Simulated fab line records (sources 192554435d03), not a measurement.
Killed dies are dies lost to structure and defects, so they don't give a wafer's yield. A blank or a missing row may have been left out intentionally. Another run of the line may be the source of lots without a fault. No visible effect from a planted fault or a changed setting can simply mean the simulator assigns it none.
Chamber matching    flow n5Finfet    aldMetal-01 running N5_HKMG_FIN_ALD_91: 4 sister chambers
The step deposits TiN, target thk 1 nm, pulse time 1 s, purge time 3 s. 4 wafers are shown with their chamber, then 10 later ones without.

## WAFERS WITH THEIR CHAMBER
wafer   chamber  heaterPowerW (W)
L084.1  2        997
L085.4  1        1177
L088.2  3        816
L088.3  0        831

## WAFERS MISSING THEIR CHAMBER
wafer   heaterPowerW (W)
L088.5  988
L089.1  807
L089.3  992
L089.4  1168
L090.4  839
L090.5  984
L090.6  1172
L097.1  1010
L097.3  840
L097.5  1170

## WHICH CHAMBER EACH WENT THROUGH
wafer   from the rows above      in truth
L088.5  2                        2
L089.1  can't be placed: 3 or 0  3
L089.3  2                        2
L089.4  1                        1
L090.4  can't be placed: 0 or 3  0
L090.5  2                        2
L090.6  1                        1
L097.1  2                        2
L097.3  can't be placed: 0 or 3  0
L097.5  1                        1
Correct placement for 7 of the 10. Unplaceable from these rows: 3, with the true chamber sitting among the candidates in 3. Placed wrongly: 0.
How it was worked out, from the rows above alone: a wafer's distance from a chamber is the root of the sum, over the readings, of the square of ((its reading less the chamber's mean) divided by the reading's scatter). The wafer belongs to the nearest chamber; if the next one is less than 2 further off, it can't be placed. A chamber's mean is the mean of its shown wafers. The scatter: with one shown wafer a chamber, the root of the mean of the squares of how far each hidden wafer lies from its nearest shown one.
